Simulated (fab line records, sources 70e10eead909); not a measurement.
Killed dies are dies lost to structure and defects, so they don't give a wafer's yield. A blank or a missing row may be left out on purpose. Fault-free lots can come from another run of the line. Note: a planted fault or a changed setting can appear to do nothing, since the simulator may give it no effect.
A sampling plan put to the test | flow nand_harc | one fab line, 24 faults that these records tell of, each judged on the records of the lots that it struck
Plan = the line's own looks (route steps where a gauge or an inspection reads the wafer without altering it). A look is open to judgement when struck wafers have a number at it and the file gives its usual mean and standard deviation on fault-free wafers. Caught: at a look after the fault's first step, the mean of the struck wafers lies 4 or more of those standard deviations (sigma) from the usual mean. On the tool: the same test on the tool's own readings at the fault's steps. If the struck wafers alone have a blank record, or they carry another recipe, that too counts as caught.

THE FAULTS, as the simulator had put them in
1. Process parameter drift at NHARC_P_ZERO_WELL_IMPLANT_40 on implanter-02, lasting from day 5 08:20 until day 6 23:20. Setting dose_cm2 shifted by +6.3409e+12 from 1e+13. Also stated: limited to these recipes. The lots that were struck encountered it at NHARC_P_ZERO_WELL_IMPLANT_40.
2. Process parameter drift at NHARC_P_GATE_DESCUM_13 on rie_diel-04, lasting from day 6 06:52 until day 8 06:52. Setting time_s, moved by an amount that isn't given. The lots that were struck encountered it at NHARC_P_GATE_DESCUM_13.
3. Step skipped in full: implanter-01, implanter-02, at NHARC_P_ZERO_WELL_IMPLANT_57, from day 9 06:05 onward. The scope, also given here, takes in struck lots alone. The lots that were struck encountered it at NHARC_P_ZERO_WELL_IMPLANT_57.
4. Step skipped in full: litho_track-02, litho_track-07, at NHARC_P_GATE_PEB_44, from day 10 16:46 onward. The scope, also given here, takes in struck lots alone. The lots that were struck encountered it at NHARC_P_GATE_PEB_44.
5. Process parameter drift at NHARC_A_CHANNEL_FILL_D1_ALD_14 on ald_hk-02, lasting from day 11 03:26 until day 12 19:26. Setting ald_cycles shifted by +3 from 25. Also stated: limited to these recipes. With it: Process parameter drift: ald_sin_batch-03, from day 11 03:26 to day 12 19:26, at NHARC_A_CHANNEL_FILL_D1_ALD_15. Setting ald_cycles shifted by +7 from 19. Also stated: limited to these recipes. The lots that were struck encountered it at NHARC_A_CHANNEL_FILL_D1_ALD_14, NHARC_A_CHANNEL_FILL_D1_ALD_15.
6. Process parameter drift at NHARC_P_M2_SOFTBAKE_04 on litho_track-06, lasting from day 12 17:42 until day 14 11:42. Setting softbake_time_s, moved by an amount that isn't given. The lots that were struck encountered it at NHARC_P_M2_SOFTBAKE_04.
7. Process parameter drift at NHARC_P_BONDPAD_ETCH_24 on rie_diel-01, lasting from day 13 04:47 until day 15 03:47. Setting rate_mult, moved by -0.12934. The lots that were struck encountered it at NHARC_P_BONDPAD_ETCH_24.
8. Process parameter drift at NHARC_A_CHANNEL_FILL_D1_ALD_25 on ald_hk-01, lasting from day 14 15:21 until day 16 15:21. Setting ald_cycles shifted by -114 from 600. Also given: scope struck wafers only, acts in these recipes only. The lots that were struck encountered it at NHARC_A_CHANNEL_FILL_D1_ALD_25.
9. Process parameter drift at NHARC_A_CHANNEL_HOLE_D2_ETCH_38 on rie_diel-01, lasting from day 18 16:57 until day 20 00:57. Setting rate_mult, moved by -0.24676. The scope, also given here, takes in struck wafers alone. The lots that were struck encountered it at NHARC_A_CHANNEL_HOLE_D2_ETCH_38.
10. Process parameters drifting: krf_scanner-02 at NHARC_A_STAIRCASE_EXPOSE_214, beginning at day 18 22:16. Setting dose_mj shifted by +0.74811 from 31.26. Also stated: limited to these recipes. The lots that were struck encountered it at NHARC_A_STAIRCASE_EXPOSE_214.
11. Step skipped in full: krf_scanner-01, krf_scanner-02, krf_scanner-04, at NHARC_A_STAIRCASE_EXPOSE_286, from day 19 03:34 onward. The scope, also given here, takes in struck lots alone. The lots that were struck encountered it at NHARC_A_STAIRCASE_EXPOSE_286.
12. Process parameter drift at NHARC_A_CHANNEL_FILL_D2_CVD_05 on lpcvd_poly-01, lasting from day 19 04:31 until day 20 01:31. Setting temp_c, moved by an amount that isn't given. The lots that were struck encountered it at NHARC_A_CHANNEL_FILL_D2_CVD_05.
13. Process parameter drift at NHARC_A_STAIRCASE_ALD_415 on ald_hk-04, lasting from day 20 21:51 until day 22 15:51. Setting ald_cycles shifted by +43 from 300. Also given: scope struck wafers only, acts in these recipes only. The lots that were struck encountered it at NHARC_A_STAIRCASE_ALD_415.
14. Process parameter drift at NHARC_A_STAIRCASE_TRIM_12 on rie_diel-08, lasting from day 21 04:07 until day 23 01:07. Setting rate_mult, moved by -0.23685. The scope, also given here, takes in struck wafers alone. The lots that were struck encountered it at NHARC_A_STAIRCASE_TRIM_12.
15. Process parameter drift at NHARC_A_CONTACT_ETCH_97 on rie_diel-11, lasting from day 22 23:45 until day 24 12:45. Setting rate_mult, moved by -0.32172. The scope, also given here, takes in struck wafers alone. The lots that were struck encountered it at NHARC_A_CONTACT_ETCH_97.
16. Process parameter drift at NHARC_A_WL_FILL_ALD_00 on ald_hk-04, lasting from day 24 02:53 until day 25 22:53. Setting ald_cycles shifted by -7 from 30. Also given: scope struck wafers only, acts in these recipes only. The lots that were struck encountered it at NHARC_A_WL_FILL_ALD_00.
17. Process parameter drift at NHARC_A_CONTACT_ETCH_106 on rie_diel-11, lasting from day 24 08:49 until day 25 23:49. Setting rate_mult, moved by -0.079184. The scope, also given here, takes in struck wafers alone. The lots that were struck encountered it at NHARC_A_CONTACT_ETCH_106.
18. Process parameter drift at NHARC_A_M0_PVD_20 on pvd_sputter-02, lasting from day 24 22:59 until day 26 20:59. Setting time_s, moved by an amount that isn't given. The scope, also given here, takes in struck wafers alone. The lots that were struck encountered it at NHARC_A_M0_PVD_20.
19. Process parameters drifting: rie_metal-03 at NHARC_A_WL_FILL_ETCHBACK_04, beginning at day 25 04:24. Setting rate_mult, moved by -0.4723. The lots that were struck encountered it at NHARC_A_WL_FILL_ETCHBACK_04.
20. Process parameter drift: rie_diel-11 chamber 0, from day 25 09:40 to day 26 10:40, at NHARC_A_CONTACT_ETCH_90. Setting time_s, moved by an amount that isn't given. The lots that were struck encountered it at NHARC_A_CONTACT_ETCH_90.
21. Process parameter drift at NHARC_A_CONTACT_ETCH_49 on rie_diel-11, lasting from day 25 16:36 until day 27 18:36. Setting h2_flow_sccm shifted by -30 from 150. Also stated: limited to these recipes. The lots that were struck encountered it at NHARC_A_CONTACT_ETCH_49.
22. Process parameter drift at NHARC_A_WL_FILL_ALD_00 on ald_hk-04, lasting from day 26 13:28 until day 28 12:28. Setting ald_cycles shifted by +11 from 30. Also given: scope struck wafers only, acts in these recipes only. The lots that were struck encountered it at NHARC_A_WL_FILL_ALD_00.
23. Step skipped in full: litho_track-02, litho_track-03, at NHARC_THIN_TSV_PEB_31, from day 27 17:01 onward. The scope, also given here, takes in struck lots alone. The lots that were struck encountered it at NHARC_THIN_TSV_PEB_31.
24. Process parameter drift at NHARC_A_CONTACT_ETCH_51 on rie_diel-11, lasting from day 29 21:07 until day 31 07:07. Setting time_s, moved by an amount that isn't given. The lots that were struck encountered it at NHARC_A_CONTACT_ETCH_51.

WHAT THE PLAN SAW
fault | on the tool itself                               | first look that catches it                      | reading, sigma   | median hours from its first step to that look | hours from the fault's start to the first struck lot there | judged looks passed uncaught
1     | dose_ions_cm2 +99 or beyond sigma                | none of the 2 looks that can be judged after it | -                | -                                             | -                                                          | 2
2     | run_length_s +5.0 sigma                          | no look after it can be judged                  | -                | -                                             | -                                                          | 0
3     | the tool's record is blank for the struck wafers | not the one look that can be judged after it    | -                | -                                             | -                                                          | 1
4     | the tool's record is blank for the struck wafers | no look after it can be judged                  | -                | -                                             | -                                                          | 0
5     | under 2 sigma                                    | no look after it can be judged                  | -                | -                                             | -                                                          | 0
6     | heater_power_total_W +99 or beyond sigma         | not the one look that can be judged after it    | -                | -                                             | -                                                          | 1
7     | oes_product_au -8.2 sigma                        | not the one look that can be judged after it    | -                | -                                             | -                                                          | 1
8     | under 2 sigma                                    | no look after it can be judged                  | -                | -                                             | -                                                          | 0
9     | oes_product_au -13 sigma                         | not the one look that can be judged after it    | -                | -                                             | -                                                          | 1
10    | exposure_dose_mJ_cm2 +24 sigma                   | no look after it can be judged                  | -                | -                                             | -                                                          | 0
11    | no reading that can be judged                    | no look after it can be judged                  | -                | -                                             | -                                                          | 0
12    | tube_center_temp_C +99 or beyond sigma           | NHARC_A_CHANNEL_FILL_D2_THK_MEAS_06             | thk_nm +7.1      | 9.7                                           | 22                                                         | 0
13    | under 2 sigma                                    | no look after it can be judged                  | -                | -                                             | -                                                          | 0
14    | oes_product_au -15 sigma                         | not the one look that can be judged after it    | -                | -                                             | -                                                          | 1
15    | oes_product_au -8.5 sigma                        | NHARC_END_SORT_01                               | killed_dies +6.7 | 58.1                                          | 68                                                         | 0
16    | under 2 sigma                                    | not the one look that can be judged after it    | -                | -                                             | -                                                          | 1
17    | oes_product_au -5.1 sigma                        | NHARC_END_SORT_01                               | killed_dies +6.4 | 56.1                                          | 65                                                         | 0
18    | under 2 sigma                                    | no look after it can be judged                  | -                | -                                             | -                                                          | 0
19    | oes_product_au -25 sigma                         | no look after it can be judged                  | -                | -                                             | -                                                          | 0
20    | run_length_s -89 sigma                           | none of the 2 looks that can be judged after it | -                | -                                             | -                                                          | 2
21    | h2_flow_sccm -64 sigma                           | no look after it can be judged                  | -                | -                                             | -                                                          | 0
22    | under 2 sigma                                    | no look after it can be judged                  | -                | -                                             | -                                                          | 0
23    | the tool's record is blank for the struck wafers | no look after it can be judged                  | -                | -                                             | -                                                          | 0
24    | run_length_s -99 or beyond sigma                 | no look after it can be judged                  | -                | -                                             | -                                                          | 0
Dash: fault not caught, or number not given in these records.

Caught at a look: 3 of 24. Caught on the tool: 17 of 24. By one or the other: 17 of 24.
Faults caught by the tool alone: 1, 2, 3, 4, 6, 7, 9, 10, 14, 19, 20, 21, 23, 24.
Caught by neither: faults 5, 8, 11, 13, 16, 18, 22.

THINNER SAMPLING
In the worst case, this is how late the first struck lot would be measured if the look that catches a fault measured only every second or every third lot, by lot number:
fault | struck lots at that look, in order of time | every lot | every second lot | every third lot
12    | L473, L472                                 | 22 h      | 22 h             | may miss all 2
15    | L912, L915, L914                           | 68 h      | 79 h             | may miss all 3
17    | L427, L430                                 | 65 h      | 89 h             | may miss all 2
Hours are from the fault's start to the first struck lot that is measured. Since the struck wafers were tested as one group against 4 sigma, a single lot by itself may lie under the limit. Other struck lots may not be in these records.

THE LONGEST TIMED WAY FROM STEP TO LOOK
For fault 15, NHARC_A_CONTACT_ETCH_97 and NHARC_END_SORT_01 are separated by a median of 58.1 hours. No look between them can be judged.
